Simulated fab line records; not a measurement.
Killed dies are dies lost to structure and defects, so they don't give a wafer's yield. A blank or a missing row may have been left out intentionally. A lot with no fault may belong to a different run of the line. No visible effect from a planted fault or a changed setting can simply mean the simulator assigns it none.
A lot that was struck, set against a sound lot :: flow nand-harc :: 15 steps out of a route of 1302
Sound: these wafers, L719.2, L719.4, L719.5. Struck: wafer L722.4 (left out: L722.3, L722.5 of the same lot, which were not struck); the cause appears at the end.
At each step with rows: each side's tool, then ch and its chambers, then its first start. Under that, the readings that differ: sound wafers :: struck wafers :: difference of the means :: sigmas: that difference in standard deviations of wafers without a fault.
alike: same words and numbers on both sides, and readings whose means sit less than 2 such deviations apart. not compared: any withheld reading, any reading some wafer has no value for, any bound like >300 that may hide the same value, and any number with overlapping values for which the record gives no deviation.
Wherever a step has rows on one side only, a row that says differs or no value, or a row with sigmas, the two part there. Non-overlapping numbers with no deviation appear without sigmas and do not part them. Lack of a reading on every wafer of one side parts them only where that side has two or more wafers.

first, 6 steps without rows for these wafers: NHARC_A_DECK1_JOINT_CVD_34 (deposits SiNx, target thk 20 nm); NHARC_A_DECK1_JOINT_DEP_06 (deposits SiOx, target thk 80 nm); NHARC_A_DECK1_JOINT_CURE_26 (time 32 s); NHARC_A_DECK1_JOINT_ANNEAL_27 (time 3600 s); NHARC_A_DECK1_JOINT_ANNEAL_28 (time 1800 s); NHARC_A_DECK1_JOINT_ANNEAL_29 (time 1800 s).
NHARC_A_DECK1_JOINT_CMP_02: polishes SiOx.
  sound on cmp-03 ch 0,1, day 15 04:01; struck on cmp-02 ch 3, day 15 23:26
  alike: motor-current-A, retaining-ring-pressure-frac
following that, these wafers have no rows for 1 step: NHARC_A_DECK1_JOINT_SRD_15.
NHARC_A_DECK1_JOINT_DEP_16: deposits SiO2, target thk 45 nm.
  sound on pecvd-02 ch 0,1,2, day 15 04:26; struck on pecvd-02 ch 1, day 15 23:53
  alike: flow-sccm, heater-power-w, mfc-precursor-sccm, throttle-valve-pct
NHARC_A_DECK1_JOINT_THK_MEAS_17: measures by ellipsometry.
  sound on film-metro-01, day 15 04:42; struck on film-metro-02, day 16 00:06
  alike: thk-nm
NHARC_A_DECK1_JOINT_INSPECT_05:
  sound on defect-inspect-01, day 15 04:44; struck on defect-inspect-02, day 16 00:08
  alike: raw-defect-count
NHARC_A_ONON_D2_DEP_00: target thk 1000 nm.
  sound on pecvd-onon-04 ch 0, day 15 04:52; struck on pecvd-onon-01 ch 0, day 16 00:19
  alike: n2-flow-sccm
NHARC_A_ONON_D2_THK_MEAS_02: measures by ellipsometry.
  sound on film-metro-02, day 15 05:19; struck on film-metro-02, day 16 00:43
reading: thk-nm (nm)
sound: 1013 1015 1015
struck: 689
difference: -325
sigmas: -37
following that, 1 step holds no rows for these wafers, namely NHARC_A_ONON_D2_DEP_03 (target thickness 1000 nm).
-- jump in the record: it breaks off in module A_ONON_D2 and resumes in module END (first step shown: number 1302 of the route), and 12 days separate the struck wafers' starts before and after --
NHARC_END_SORT_01:
  the record has rows for the struck wafers here (prober-02 ch 0, day 27 18:28) and none for the sound ones

## WHERE THEY PART
At NHARC_A_ONON_D2_THK_MEAS_02 first; at NHARC_END_SORT_01 last (within this record only).

WHY: the cause the simulator had injected
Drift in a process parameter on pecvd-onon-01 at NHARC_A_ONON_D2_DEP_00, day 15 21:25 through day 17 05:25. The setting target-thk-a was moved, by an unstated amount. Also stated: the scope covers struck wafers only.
